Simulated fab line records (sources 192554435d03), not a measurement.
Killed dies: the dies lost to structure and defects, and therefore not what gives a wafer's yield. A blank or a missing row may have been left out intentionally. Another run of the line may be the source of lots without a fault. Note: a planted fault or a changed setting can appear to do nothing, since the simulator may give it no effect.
Which of the tools did it? | flow n5 finfet | 57 wafers from 19 lots sampled at 3 of the route's 1938 steps

## WHAT THE GAUGES SHOWED, per wafer
N5_BEOL_M10_CD_MEAS_28 targets a cd of 70 nm.
lot  | measured     | on        | cd nm (nm)
L074 | day 10 08:59 | cd sem-02 | 69.6 70.7 71.6
L076 | day 10 12:40 | cd sem-03 | 68.9 69.8 69.6
L075 | day 10 15:51 | cd sem-02 | 68.4 69.3 69.4
L077 | day 10 15:41 | cd sem-03 | 68.8 68.7 68.8
L078 | day 10 22:17 | cd sem-02 | 70.0 69.7 70.6
L079 | day 10 22:33 | cd sem-03 | 68.8 69.4 69.2
L080 | day 11 19:37 | cd sem-01 | 68.8 69.6 68.4
L081 | day 11 19:47 | cd sem-01 | 70.2 68.6 69.9
L083 | day 12 11:36 | cd sem-03 | 69.4 70.5 70.5
L084 | day 12 14:32 | cd sem-02 | 71.2 71.0 71.4
L086 | day 12 22:33 | cd sem-01 | 69.4 69.7 70.4
L085 | day 12 22:23 | cd sem-01 | 70.6 71.1 70.3
L087 | day 13 06:18 | cd sem-03 | 69.6 69.7 67.7
L091 | day 14 07:34 | cd sem-01 | 69.1 69.8 70.1
L092 | day 14 17:35 | cd sem-01 | 68.1 69.0 68.8
L093 | day 14 23:17 | cd sem-03 | 71.3 71.2 70.7
L094 | day 14 20:52 | cd sem-01 | 69.9 70.8 69.6
L097 | day 15 22:29 | cd sem-02 | 71.3 69.8 70.7
L095 | day 15 22:11 | cd sem-03 | 69.1 69.8 69.9

## WHICH TOOL RAN EACH LOT (tool, then ch and the chambers of the sampled wafers, then the start)
lot  | N5_BEOL_M10_CURE_71           | N5_BEOL_M10_STRIP_67
L074 | uv cure-02 ch 2, day 10 02:55 | rie diel-06 ch 0,1,2, day 10 06:46
L076 | uv cure-01 ch 2, day 10 08:41 | rie diel-04 ch 1,2,3, day 10 11:11
L075 | uv cure-03 ch 1, day 10 11:03 | rie diel-01 ch 0,1,2, day 10 13:58
L077 | uv cure-01 ch 2, day 10 13:01 | rie diel-04 ch 2,3, day 10 14:29
L078 | uv cure-03 ch 2, day 10 18:58 | rie diel-06 ch 0,2,3, day 10 21:01
L079 | uv cure-01 ch 0, day 10 19:21 | rie diel-06 ch 1,2,3, day 10 21:32
L080 | uv cure-03 ch 0, day 11 17:08 | rie diel-01 ch 1,2, day 11 18:50
L081 | uv cure-02 ch 0, day 11 17:19 | rie diel-06 ch 0,3, day 11 19:00
L083 | uv cure-03 ch 1, day 12 09:02 | rie diel-04 ch 1,2,3, day 12 10:53
L084 | uv cure-02 ch 2, day 12 10:41 | rie diel-01 ch 0,1,3, day 12 13:07
L086 | uv cure-03 ch 1, day 12 17:57 | rie diel-01 ch 0,1,3, day 12 20:12
L085 | uv cure-02 ch 1, day 12 18:16 | rie diel-01 ch 1,3, day 12 20:27
L087 | uv cure-03 ch 0, day 13 04:10 | rie diel-01 ch 0,1, day 13 05:19
L091 | uv cure-03 ch 1, day 14 03:41 | rie diel-01 ch 0,1, day 14 05:49
L092 | uv cure-02 ch 1, day 14 14:09 | rie diel-04 ch 0,1,3, day 14 16:16
L093 | uv cure-02 ch 0, day 14 17:53 | rie diel-01 ch 0,1,3, day 14 21:46
L094 | uv cure-03 ch 0, day 14 18:16 | rie diel-01 ch 0,1,2, day 14 20:13
L097 | uv cure-02 ch 1, day 15 18:53 | rie diel-06 ch 0,2,3, day 15 21:03
L095 | uv cure-03 ch 0, day 15 19:00 | rie diel-01 ch 1,3, day 15 21:13
- N5_BEOL_M10_CURE_71: cures SiCOH lowk, time 240 s.
- N5_BEOL_M10_STRIP_67: strips in CF4.

## AS READ BY THE TOOLS THEMSELVES (means over the sampled wafers that have a number; for cases with no such wafer, the mark the record gives instead)
N5_BEOL_M10_CURE_71.
lot  | tool       | lamp power pct (%) | wafer_temp_C_max
L074 | uv cure-02 | 52.33              | 387.6
L076 | uv cure-01 | 52.35              | 386.7
L075 | uv cure-03 | 52.30              | 386.3
L077 | uv cure-01 | 52.28              | 386.4
L078 | uv cure-03 | 52.30              | 386.6
L079 | uv cure-01 | 52.39              | 386.4
L080 | uv cure-03 | 52.32              | 386.8
L081 | uv cure-02 | 52.30              | 386.2
L083 | uv cure-03 | 52.30              | 386.5
L084 | uv cure-02 | 52.35              | 387.9
L086 | uv cure-03 | 52.39              | 386.1
L085 | uv cure-02 | 52.29              | 387.6
L087 | uv cure-03 | 52.30              | 387.3
L091 | uv cure-03 | 52.27              | 386.1
L092 | uv cure-02 | 52.27              | 388.0
L093 | uv cure-02 | 52.29              | 386.8
L094 | uv cure-03 | 52.33              | 387.1
L097 | uv cure-02 | 52.30              | 387.9
L095 | uv cure-03 | 52.31              | 386.8

N5_BEOL_M10_STRIP_67.
lot  | tool        | chamber pressure mTorr (mTorr) | drypump motor current A (A) | oes product au (a.u.) | power w (W) | rf vpp V (V) | showerhead plenum p Torr (Torr) | throttle valve pct (%)
L074 | rie diel-06 | 50.06                          | 5.4                         | 0.78                  | 300.0       | 271.8        | 1.79                            | 13.63
L076 | rie diel-04 | 49.99                          | 5.9                         | 0.77                  | 299.9       | 270.9        | 1.79                            | 13.54
L075 | rie diel-01 | 50.00                          | 5.2                         | 0.83                  | 300.2       | 271.0        | 1.79                            | 13.49
L077 | rie diel-04 | 49.93                          | 5.9                         | 0.78                  | 299.5       | 270.6        | 1.77                            | 13.49
L078 | rie diel-06 | 49.98                          | 5.9                         | 0.79                  | 299.9       | 271.7        | 1.82                            | 13.61
L079 | rie diel-06 | 50.04                          | 5.8                         | 0.77                  | 300.2       | 271.6        | 1.79                            | 13.61
L080 | rie diel-01 | 50.04                          | 5.1                         | 0.81                  | 300.6       | 270.6        | 1.76                            | 13.38
L081 | rie diel-06 | 50.01                          | 5.9                         | 0.73                  | 300.6       | 272.6        | 1.85                            | 13.79
L083 | rie diel-04 | 50.02                          | 5.9                         | 0.76                  | 299.7       | 270.2        | 1.79                            | 13.57
L084 | rie diel-01 | 50.06                          | 5.3                         | 0.86                  | 299.2       | 271.1        | 1.80                            | 13.48
L086 | rie diel-01 | 50.04                          | 5.3                         | 0.85                  | 299.4       | 271.1        | 1.80                            | 13.49
L085 | rie diel-01 | 50.01                          | 5.5                         | 0.85                  | 300.4       | 271.5        | 1.79                            | 13.43
L087 | rie diel-01 | 50.01                          | 5.2                         | 0.85                  | 299.6       | 271.0        | 1.80                            | 13.57
L091 | rie diel-01 | 50.02                          | 5.0                         | 0.84                  | 300.5       | 270.8        | 1.77                            | 13.47
L092 | rie diel-04 | 50.02                          | 5.6                         | 0.83                  | 300.1       | 269.8        | 1.74                            | 13.46
L093 | rie diel-01 | 50.03                          | 5.3                         | 0.83                  | 299.0       | 269.9        | 1.79                            | 13.53
L094 | rie diel-01 | 49.95                          | 5.2                         | 0.79                  | 300.5       | 271.6        | 1.78                            | 13.57
L097 | rie diel-06 | 49.94                          | 5.9                         | 0.74                  | 300.8       | 271.9        | 1.81                            | 13.72
L095 | rie diel-01 | 49.98                          | 5.5                         | 0.81                  | 300.1       | 272.1        | 1.79                            | 13.48

## THE ANSWER, worked out from the rows above alone
Rule: what is usual is taken from the lots themselves. The widest of any qualifying gaps counts: lots, ordered by their means at a reading, are off when they make up no more than a third of the lots, leave a main group of 4 or more, and stand apart from it by 3 or more times the standard deviation of that group's means. The tables above print the reading to a certain number of digits; a main group whose means all agree to those digits is not used. Also off: a lot with no number at a reading for which 4 or more lots have one. The other lots that the step has rows for count as sound. First the gauges in route order, then the tools' own readings, where a lot's mean is used as printed above. At the first step where some lot is off, the reading lying furthest off is the one used; lots without a number count as furthest.
Nothing can be told from this: no lot is off at any reading shown.

## WHAT WAS PUT IN BY THE SIMULATOR
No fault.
